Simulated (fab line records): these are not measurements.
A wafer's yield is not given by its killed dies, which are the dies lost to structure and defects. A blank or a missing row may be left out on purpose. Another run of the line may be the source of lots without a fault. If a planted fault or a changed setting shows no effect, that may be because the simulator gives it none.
One fault seen from 2 desks || flow n5-finfet || what lay behind the numbers comes last; until then each desk has only its own

DESK OF THE TOOL OWNER: litho-track-02
The tool's own readings at N5_BEOL_M3_COAT_68 (time 60 s, resist thk 12 nm): means of the sampled wafers that have a number, for each lot that ran on this tool. A lot is out of limits, marked OUT, if its mean lies more than 4 standard deviations from the usual mean; the brackets give that distance.
Columns: A = dispense-pressure-kPa at N5_BEOL_M3_COAT_68, usual 53 kPa; B = spin-speed-rpm at N5_BEOL_M3_COAT_68, usual 1500.1 rpm
{"lot": "L991", "first seen here": "day 7 08:26", "A": 48, "B": 1501.0}
{"lot": "L100", "first seen here": "day 9 09:01", "A": 48, "B": 1500.6}
{"lot": "L103", "first seen here": "day 10 06:02", "A": 48, "B": 1499.4}
{"lot": "L111", "first seen here": "day 12 21:32", "A": 48, "B": "1770.2 (+99 or more) OUT"}
{"lot": "L112", "first seen here": "day 12 23:01", "A": 48, "B": "1770.1 (+99 or more) OUT"}
Finding of this desk: L111, L112 out of limits; the first was L111 at day 12 21:32, on spin-speed-rpm at N5_BEOL_M3_COAT_68. Within limits: L991, L100, L103.

FROM THE METROLOGY DESK
What the gauges read, lot by lot, whatever tool the lot ran on: means of the sampled wafers that have a number. A lot is out of limits, marked OUT, if its mean lies more than 4 standard deviations from the usual mean; the brackets give that distance. 7 of its 11 readings are shown, namely those furthest out on some lot.
Columns: A = DIBL_P at N5_BEOL_M4_RC_MEAS_101, usual 35.3 mV/V; B = IOFF_N at N5_BEOL_M4_RC_MEAS_101, usual 0.16 nA/um; C = ION_N at N5_BEOL_M4_RC_MEAS_101, usual 676 uA/um; D = ION_P at N5_BEOL_M4_RC_MEAS_101, usual 463 uA/um; E = SS_P at N5_BEOL_M4_RC_MEAS_101, usual 73.0 mV/dec; F = VT_N at N5_BEOL_M4_RC_MEAS_101, usual 250 mV; G = VT_P at N5_BEOL_M4_RC_MEAS_101, usual -249.8 mV
{"lot": "L991", "first seen here": "day 7 06:42", "A": 39.3, "B": 0.20, "C": 697, "D": 478, "E": 72.9, "F": 242, "G": -246.0}
{"lot": "L995", "first seen here": "day 8 02:51", "A": 36.8, "B": 0.16, "C": 671, "D": 458, "E": 74.0, "F": 250, "G": -250.8}
{"lot": "L997", "first seen here": "day 8 09:52", "A": 38.0, "B": 0.16, "C": 666, "D": 457, "E": 73.2, "F": 250, "G": -249.2}
{"lot": "L100", "first seen here": "day 9 06:49", "A": 34.4, "B": 0.16, "C": 680, "D": 468, "E": 73.3, "F": 248, "G": -250.6}
{"lot": "L103", "first seen here": "day 10 03:25", "A": 37.1, "B": 0.18, "C": 680, "D": 457, "E": 73.5, "F": 247, "G": -249.6}
{"lot": "L104", "first seen here": "day 10 13:25", "A": 36.7, "B": 0.21, "C": 692, "D": 471, "E": 74.1, "F": 246, "G": -248.2}
{"lot": "L106", "first seen here": "day 11 03:14", "A": 35.7, "B": 0.17, "C": 685, "D": 466, "E": 73.4, "F": 249, "G": -252.2}
{"lot": "L111", "first seen here": "day 12 19:06", "A": 32.5, "B": 0.12, "C": 663, "D": 461, "E": 72.7, "F": 255, "G": -250.6}
{"lot": "L112", "first seen here": "day 12 20:48", "A": 34.1, "B": 0.14, "C": 675, "D": 455, "E": 72.5, "F": 251, "G": -252.8}
{"lot": "L113", "first seen here": "day 12 22:38", "A": 32.7, "B": 0.13, "C": 670, "D": 464, "E": 72.3, "F": 251, "G": -251.2}
This desk's finding: nothing out of limits on any of the 10 lots.

ALL TOGETHER
At day 12 21:32, on L111, L112, the tool owner's desk was in a position to raise an alarm.
Metrology desk: nothing out of limits seen.
The metrology desk has L111, L112 on record, within its limits.
Every lot named ran N5_BEOL_M3_COAT_68 on litho-track-02.

WHAT WAS PUT IN BY THE SIMULATOR
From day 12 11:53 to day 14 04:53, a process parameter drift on litho-track-02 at N5_BEOL_M3_COAT_68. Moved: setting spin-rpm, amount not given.
Struck lots among those shown: L111, L112.
How many hours passed from the start of the fault until each desk's first out-of-limits reading: the tool owner's desk, 10.
